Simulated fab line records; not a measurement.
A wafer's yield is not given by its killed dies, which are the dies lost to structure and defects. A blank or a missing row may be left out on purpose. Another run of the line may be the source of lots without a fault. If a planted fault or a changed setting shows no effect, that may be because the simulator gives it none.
Matching of chambers ; flow n5Finfet ; N5_BEOL_M14_ETCH_68 on rieDiel-04: 4 sister chambers
The step etches SOC in N2/H2, time 450 s. 8 wafers are shown with their chamber, then 10 later ones without.

EACH WAFER AND ITS CHAMBER
wafer;chamber;showerheadPlenumPTorr (Torr);drypumpMotorCurrentA (A)
L083.1;0;2.46;5.3
L083.4;3;2.69;6.0
L083.6;1;2.69;5.0
L088.1;3;2.69;6.1
L088.4;2;2.53;6.1
L088.6;0;2.46;5.3
L090.1;1;2.68;5.0
L090.5;2;2.53;6.1

WAFERS WITH NO CHAMBER GIVEN
wafer;showerheadPlenumPTorr (Torr);drypumpMotorCurrentA (A)
L090.6;2.68;5.1
L091.2;2.46;5.3
L091.3;2.68;6.1
L091.4;2.53;6.1
L093.2;2.46;5.3
L093.3;2.68;5.1
L093.4;2.68;6.1
L097.1;2.68;6.1
L097.2;2.52;6.1
L097.5;2.45;5.3

WHICH CHAMBER EACH ONE RAN IN
wafer;from the rows above;in truth
L090.6;1;1
L091.2;0;0
L091.3;3;3
L091.4;2;2
L093.2;0;0
L093.3;1;1
L093.4;3;3
L097.1;3;3
L097.2;2;2
L097.5;0;0
Correctly placed: 10 of 10. Left unplaced by these rows: 0. Placed wrongly: 0.
How it was worked out, from the rows above alone: a wafer's distance from a chamber is the root of the sum, over the readings, of the square of ((its reading less the chamber's mean) divided by the reading's scatter). The wafer belongs to the nearest chamber; if the next one is less than 2 further off, it can't be placed. A chamber's mean is the mean of its shown wafers. The scatter: the root of (the sum of the squares of (reading less its chamber's mean) over the shown wafers, divided by (wafers less chambers)).
